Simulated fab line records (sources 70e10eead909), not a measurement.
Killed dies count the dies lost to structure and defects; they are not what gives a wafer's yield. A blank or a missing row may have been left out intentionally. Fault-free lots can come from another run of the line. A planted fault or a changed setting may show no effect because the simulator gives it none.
Problem report, 8D (eight disciplines) form, completed by code || flow nand harc || the parts of the form that need people (team, actions taken, sign-off) are left out

1. THE PROBLEM
Wafers without a fault read 1.006 a.u. with a standard deviation of 0.0093, while oes product au at NHARC_A_WL_FILL_ETCHBACK_04 averages 0.901 a.u. across 3 wafers of 1 lot. Measured from the usual mean, that is -11 standard deviations.
The step: etches the open film in NF3, target depth 60 nm, time 120 s.
The first sign was on wafer L552.2 at day 27 20:06, on rie metal-03. Wafers with a number at this step in the record: 33, from 11 lots. The rule behind "out" and "out of limits": a value lying over 4 standard deviations away from the usual mean. The other wafers with a number count as sound.

2. WHAT THIS IS AND IS NOT
{"question": "which readings at this step", "is": "oes product au", "is not": "drypump motor current A"}
{"question": "which lots", "is": "L552", "is not": "L537, L538, L539, L540, L545, L554, L555, L556, L558, L559"}
{"question": "which wafers of those lots", "is": "all that have a number", "is not": "-"}
{"question": "read on which tools", "is": "rie metal-03", "is not": "rie metal-01, rie metal-02"}
{"question": "when", "is": "from day 27 20:06", "is not": "up to then (18 sound wafers); but 12 sound wafers of L555, L556, L558, L559 came after"}

3. THE SUSPECTS, EACH WITH WHAT RULES IT OUT
Counting: a tool stays on the suspect list if, at a process step up to the reading, it processed all lots that are out and no sound lot following the first of them.
- rie diel-06 at NHARC_A_SLIT_DESCUM_14 (chemistry O2, time 3 s): ruled out as a lasting fault. Sound lots L556 ran on it after its first lot that is out, L552 (day 27 05:53).
- rie diel-06 at NHARC_A_SLIT_ETCH_24 (etches the open film in CF4/CHF3, target depth 121 nm, time 60.5 s): ruled out as a lasting fault. Sound lots L556 ran on it after its first lot that is out, L552 (day 27 05:58).
- har etch-02 at NHARC_A_SLIT_ETCH_17 (etches the open film in C4F8/O2/Ar, time 4254.5 s, target depth 20300 nm): ruled out as a lasting fault. Sound lots L559 ran on it after its first lot that is out, L552 (day 27 07:44).
- rie metal-03 at NHARC_A_WL_FILL_ETCHBACK_04 (etches the open film in NF3, target depth 60 nm, time 120 s): kept. It ran the lot that is out, L552 (day 27 20:06), and no sound lot after that; its last sound lot up to then is L540 (day 21 18:21). Its own oes product au readings are out on those wafers.
The count leaves rie metal-03 at NHARC_A_WL_FILL_ETCHBACK_04.

4. THE CAUSE (what the simulator had put in)
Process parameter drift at NHARC_A_WL_FILL_ETCHBACK_04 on rie metal-03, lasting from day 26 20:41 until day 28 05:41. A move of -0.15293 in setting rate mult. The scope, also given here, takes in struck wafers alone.
Only this tool survived the counting.

5. THE EFFECT CHAIN, in route order
One row per reading whose mean, taken over the struck wafers that have a number, lies over 3 standard deviations from the usual. Scope: only readings with a usual standard deviation given in the record; hours: median across lots of the time from each lot's start at the first step in this table that gives one to its start at this step; sigmas: change in usual standard deviations.
{"hours": 0, "step": "NHARC_A_WL_FILL_ETCHBACK_04", "reading": "oes product au", "usual": "1.006 a.u.", "on struck wafers": 0.901, "change": -0.105, "sigmas": -11}
Process steps it contains:
- NHARC_A_WL_FILL_ETCHBACK_04: etches the open film in NF3, target depth 60 nm, time 120 s.
Later steps that measure or inspect, where all struck wafers having a row at the step show a number for every such reading and not one has moved that far: NHARC_END_SORT_01.

6. HOW IT WOULD HAVE BEEN CAUGHT EARLIER
23 hours passed between the start of the fault at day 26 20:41 and the first reading out of limits in this record, taken at day 27 20:06.
